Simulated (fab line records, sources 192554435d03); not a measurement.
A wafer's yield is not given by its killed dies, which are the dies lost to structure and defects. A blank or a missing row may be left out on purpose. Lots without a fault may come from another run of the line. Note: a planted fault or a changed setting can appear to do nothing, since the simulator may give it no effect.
Chamber matching + flow n5Finfet + N5_HKMG_FIN_ALD_74 on aldHk-03 has 4 sister chambers
The step deposits La2O3, target thk 0.5 nm, pulse time 6 s, co reactant pulse time 1 s. 4 wafers are shown with their chamber, then 12 later ones without.

WAFERS, EACH WITH ITS CHAMBER
| wafer  | chamber | heaterPowerW (W) |
|--------|---------|------------------|
| L091.2 | 2       | 399              |
| L092.1 | 3       | 316              |
| L092.2 | 1       | 368              |
| L092.4 | 0       | 401              |

WAFERS WHOSE CHAMBER IS MISSING
| wafer  | heaterPowerW (W) |
|--------|------------------|
| L093.1 | 411              |
| L093.4 | 357              |
| L093.5 | 409              |
| L095.1 | 401              |
| L095.3 | 399              |
| L095.6 | 375              |
| L097.1 | 408              |
| L097.2 | 314              |
| L097.3 | 403              |
| L097.4 | 376              |
| L097.5 | 397              |
| L097.6 | 308              |

EACH ONE'S CHAMBER
| wafer  | from the rows above     | in truth |
|--------|-------------------------|----------|
| L093.1 | can't be placed: 0 or 2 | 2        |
| L093.4 | 1                       | 1        |
| L093.5 | can't be placed: 0 or 2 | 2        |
| L095.1 | can't be placed: 0 or 2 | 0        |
| L095.3 | can't be placed: 2 or 0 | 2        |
| L095.6 | 1                       | 1        |
| L097.1 | can't be placed: 0 or 2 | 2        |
| L097.2 | 3                       | 3        |
| L097.3 | can't be placed: 0 or 2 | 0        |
| L097.4 | 1                       | 1        |
| L097.5 | can't be placed: 2 or 0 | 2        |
| L097.6 | 3                       | 3        |
5 of 12 placed correctly. From these rows, 7 cannot be placed; in 7 the true chamber is one of the candidates. 0 placed wrongly.
How it was worked out, from the rows above alone: a wafer's distance from a chamber is the root of the sum, over the readings, of the square of ((its reading less the chamber's mean) divided by the reading's scatter). The wafer belongs to the nearest chamber; if the next one is less than 2 further off, it can't be placed. For every chamber, the mean is computed from those of its wafers that are shown. The scatter: with one shown wafer a chamber, the root of the mean of the squares of how far each hidden wafer lies from its nearest shown one.
